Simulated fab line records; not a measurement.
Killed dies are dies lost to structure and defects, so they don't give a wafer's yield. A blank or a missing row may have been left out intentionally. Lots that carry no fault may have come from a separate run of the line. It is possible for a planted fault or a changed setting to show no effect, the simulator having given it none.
Split-lot study	flow n5 finfet	on a route of 1938 steps: 7 lots, 36 wafers read

== ABOUT THE SPLIT ==
At N5_BEOL_M3_TRENCH_ETCH_37 (etches SiOC in C4F6/O2, target depth 55.555 nm, time 29.2 s), the setting target depth a was moved away from the recipe's 555.55 angstrom on 11 of the 36 wafers read, by -49.2% to +22.8%. All remaining wafers had this setting at the recipe value.

== FROM THE SPLIT TO THE READING: what the file shows between them, 2 steps ==
- N5_BEOL_M3_ETCH_41: etches SiCN in CH3F/O2, target depth 29.9 nm, time 52.5 s
- N5_BEOL_M3_STRIP_97: strips in N2/H2, time 10 s

== THE READING ==
trench depth nm, in nm, at N5_BEOL_M3_OCD_MEAS_38. A value of 55.6 nm with a standard deviation of 0.95 nm is what fault-free wafers of this fab line usually give.

wafer	tool, chamber at the split	target depth a as run, angstrom	against the recipe	trench depth nm, nm	against lot-mates on the recipe
L076.1	rie diel-06, 2	282.1	-49.2%	27.2	-28.4
L076.2	rie diel-06, 0	555.55	recipe	56.8	-
L076.3	rie diel-06, 3	555.55	recipe	55.2	-
L076.4	rie diel-06, 1	282.1	-49.2%	29.1	-26.5
L076.5	rie diel-06, 3	555.55	recipe	54.9	-
L076.6	rie diel-06, 2	282.1	-49.2%	27.0	-28.6
L081.1	rie diel-05, 3	555.55	recipe	56.7	-
L081.2	rie diel-05, 2	654	+17.7%	64.5	+9.2
L081.3	rie diel-05, 1	654	+17.7%	65.2	+9.9
L081.4	rie diel-05, 0	555.55	recipe	54.2	-
L081.5	rie diel-05, 1	555.55	recipe	55.1	-
L081.6	rie diel-05, 0	654	+17.7%	64.0	+8.7
L084.1	rie diel-06, 1	555.55	recipe	56.0	-
L084.2	rie diel-06, 3	555.55	recipe	55.3	-
L084.3	rie diel-06, 2	555.55	recipe	52.8	-
L084.4	rie diel-06, 0	555.55	recipe	55.9	-
L084.5	rie diel-06, 2	555.55	recipe	53.0	-
L084.6	rie diel-06, 3	555.55	recipe	54.5	-
L087.1	rie diel-04, 2	555.55	recipe	57.1	-
L087.2	rie diel-04, 1	555.55	recipe	55.9	-
L087.3	rie diel-04, 3	555.55	recipe	55.4	-
L087.4	rie diel-04, 0	555.55	recipe	56.1	-
L087.5	rie diel-04, 3	555.55	recipe	56.1	-
L087.6	rie diel-04, 2	555.55	recipe	57.0	-
L093.2	rie diel-04, 0	555.55	recipe	55.6	-
L093.5	rie diel-04, 0	682.2	+22.8%	67.8	+12.2
L093.6	rie diel-04, 1	682.2	+22.8%	68.2	+12.6
L096.1	rie diel-04, 3	555.55	recipe	55.1	-
L096.2	rie diel-04, 0	642.9	+15.7%	63.6	+8.0
L096.3	rie diel-04, 1	642.9	+15.7%	65.0	+9.4
L096.4	rie diel-04, 2	555.55	recipe	56.1	-
L096.5	rie diel-04, 0	642.9	+15.7%	64.6	+9.0
L096.6	rie diel-04, 3	555.55	recipe	55.6	-
L097.2	rie diel-04, 1	555.55	recipe	56.3	-
L097.3	rie diel-04, 3	555.55	recipe	56.0	-
L097.5	rie diel-04, 1	555.55	recipe	56.4	-

FIT RESULTS
A straight line over all 36 wafers: trench depth nm changes by +0.557 nm for each +1% of target depth a; r = +0.99; the points scatter about the line by 1 nm.
The same after taking each lot's own level away (the mean of its wafers on the recipe; 36 wafers): +0.559 nm for each +1%; r = +1.00; scatter 0.84 nm.
Per that fit: largest target depth a move, reading shift of 28 nm.
Across the lots, their own levels run from 54.58 to 56.27 nm, a range of 1.8 times the standard deviation given above.
Hence the lot-to-lot level has little effect on the slope; both slopes agree.
Check: -27.3 nm against its lot-mates is what the line predicts for one of the wafers moved furthest among these (-49.2%) when that wafer is left out of the fit. It came out at -28.4 nm against them.

== THE WHOLE CHAIN: every reading that the file lists as answering this split, in the file's order ==
step	what it does	reading	change (the file's fit)	r (the file's)
N5_BEOL_M3_TRENCH_ETCH_37	etches SiOC in C4F6/O2, target depth 55.555 nm, time 29.2 s	BEOL_M3.feature depth nm (the simulator's own value, which no gauge read)	+0.556 nm for each +1% of the setting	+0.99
N5_BEOL_M3_TRENCH_ETCH_37	etches SiOC in C4F6/O2, target depth 55.555 nm, time 29.2 s	etch.depth nm (the simulator's own value, which no gauge read)	+0.555 nm for each +1% of the setting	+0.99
N5_BEOL_M3_TRENCH_ETCH_37	etches SiOC in C4F6/O2, target depth 55.555 nm, time 29.2 s	TiN_of_BEOL_M3_HM_DEP_02.thk nm (the simulator's own value, which no gauge read)	-0.025 nm for each +1% of the setting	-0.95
N5_BEOL_M3_OCD_MEAS_38		trench depth nm	+0.559 nm for each +1% of the setting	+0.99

== FILE'S OWN FIT ==
trench depth nm changes by +0.559 nm for each +1% of target depth a, r = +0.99.
